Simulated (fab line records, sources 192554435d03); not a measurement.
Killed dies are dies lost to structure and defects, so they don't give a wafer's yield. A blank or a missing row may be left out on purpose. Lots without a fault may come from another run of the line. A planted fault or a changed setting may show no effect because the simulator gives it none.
Chamber matching | flow n5_finfet | N5_ILD0_CMP_12 on cmp-03: 4 sister chambers
The step polishes SiNx, stops on poly-Si, t overpolish 6 s, target thk 17.67 nm. 4 wafers are shown with their chamber, then 8 later ones without.

WAFERS WITH THEIR CHAMBER
wafer  | chamber | motor_current_A (A)
L079.5 | 0       | 9.7
L084.3 | 1       | 7.5
L088.5 | 3       | 9.7
L089.1 | 2       | 11.0

WAFERS WITHOUT THEIR CHAMBER
wafer  | motor_current_A (A)
L089.4 | 9.2
L089.6 | 9.7
L091.2 | 7.4
L091.3 | 9.6
L091.5 | 9.6
L092.1 | 7.9
L092.2 | 9.3
L092.5 | 7.9

WHICH CHAMBER EACH WENT THROUGH
wafer  | from the rows above     | in truth
L089.4 | can't be placed: 0 or 3 | 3
L089.6 | can't be placed: 0 or 3 | 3
L091.2 | 1                       | 1
L091.3 | can't be placed: 0 or 3 | 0
L091.5 | can't be placed: 0 or 3 | 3
L092.1 | 1                       | 1
L092.2 | can't be placed: 0 or 3 | 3
L092.5 | 1                       | 1
Placed correctly: 3 of 8. Can't be placed from these rows: 5 (the true chamber is among the candidates in 5). Placed wrongly: 0.
How it was worked out, from the rows above alone: a wafer's distance from a chamber is the root of the sum, over the readings, of the square of ((its reading less the chamber's mean) divided by the reading's scatter). The wafer belongs to the nearest chamber; if the next one is less than 2 further off, it can't be placed. A chamber's mean is the mean of its shown wafers. The scatter: with one shown wafer a chamber, the root of the mean of the squares of how far each hidden wafer lies from its nearest shown one.
